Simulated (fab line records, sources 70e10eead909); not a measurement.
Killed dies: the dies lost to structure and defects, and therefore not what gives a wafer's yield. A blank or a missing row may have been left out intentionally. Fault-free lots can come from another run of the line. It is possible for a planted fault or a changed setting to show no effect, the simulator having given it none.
What tool caused it? | flow nand-harc | Sampling: 7 lots, 21 wafers, 3 of 1159 route steps

WHAT THE GAUGES SHOWED, per wafer
NHARC_A_ONON_D1_THK_MEAS_08: measures by ellipsometry.
lot  | measured     | on            | thk-nm (nm)
L602 | day 7 11:30  | film-metro-02 | 986 985 987
L603 | day 8 02:41  | film-metro-01 | 979 978 978
L609 | day 9 10:07  | film-metro-02 | 984 984 981
L608 | day 9 10:16  | film-metro-02 | 997 999 1000
L618 | day 12 03:34 | film-metro-02 | 604 604 603
L622 | day 12 19:12 | film-metro-01 | 1010 1011 1012
L624 | day 13 22:27 | film-metro-02 | 986 987 988

WHICH TOOL RAN EACH LOT (tool, then ch and the chambers of the sampled wafers, then the start)
lot  | NHARC_A_ZERO_WELL_ETCH_19          | NHARC_A_ONON_D1_DEP_06
L602 | rie-diel-09 ch 1,2,3, day 6 12:41  | pecvd-onon-01 ch 0, day 7 11:03
L603 | rie-diel-01 ch 0,1,2, day 7 03:47  | pecvd-onon-03 ch 0, day 8 02:11
L609 | rie-diel-01 ch 0,1,2, day 8 10:14  | pecvd-onon-02 ch 0, day 9 09:40
L608 | rie-diel-09 ch 1,3, day 8 11:00    | pecvd-onon-03 ch 0, day 9 09:49
L618 | rie-diel-03 ch 1,2,3, day 11 02:49 | pecvd-onon-02 ch 0, day 12 03:04
L622 | rie-diel-01 ch 0,1,2, day 11 21:20 | pecvd-onon-03 ch 0, day 12 18:45
L624 | rie-diel-09 ch 0,2,3, day 12 21:12 | pecvd-onon-01 ch 0, day 13 22:02
- NHARC_A_ZERO_WELL_ETCH_19: etches the open film in N2/H2, target depth 80 nm, overetch 24 nm, time 87.88 s.
- NHARC_A_ONON_D1_DEP_06: target thk 1000 nm.

THE ANSWER, worked out from the rows above alone
Rule: usual is defined by the lots themselves. The widest of any qualifying gaps counts: lots, ordered by their means at a reading, are off when they make up no more than a third of the lots, leave a main group of 4 or more, and stand apart from it by 3 or more times the standard deviation of that group's means. A main group is skipped when, at the precision printed for the reading in the tables above, its means are all equal. Also off: a lot with no number at a reading for which 4 or more lots have one. The other lots that the step has rows for count as sound.
Off, at NHARC_A_ONON_D1_THK_MEAS_08 on thk-nm: L618. Mean 991 nm and standard deviation 11 in the main group.
A tool fits if, at a process step before that reading, it ran every lot that is off, and no sound lot after the first of them. The gauges at NHARC_A_ONON_D1_THK_MEAS_08 are tried like those tools. Can't be told from this: 2 tools fit, rie-diel-03 at NHARC_A_ZERO_WELL_ETCH_19, pecvd-onon-02 at NHARC_A_ONON_D1_DEP_06.

WHAT THE SIMULATOR PUT IN
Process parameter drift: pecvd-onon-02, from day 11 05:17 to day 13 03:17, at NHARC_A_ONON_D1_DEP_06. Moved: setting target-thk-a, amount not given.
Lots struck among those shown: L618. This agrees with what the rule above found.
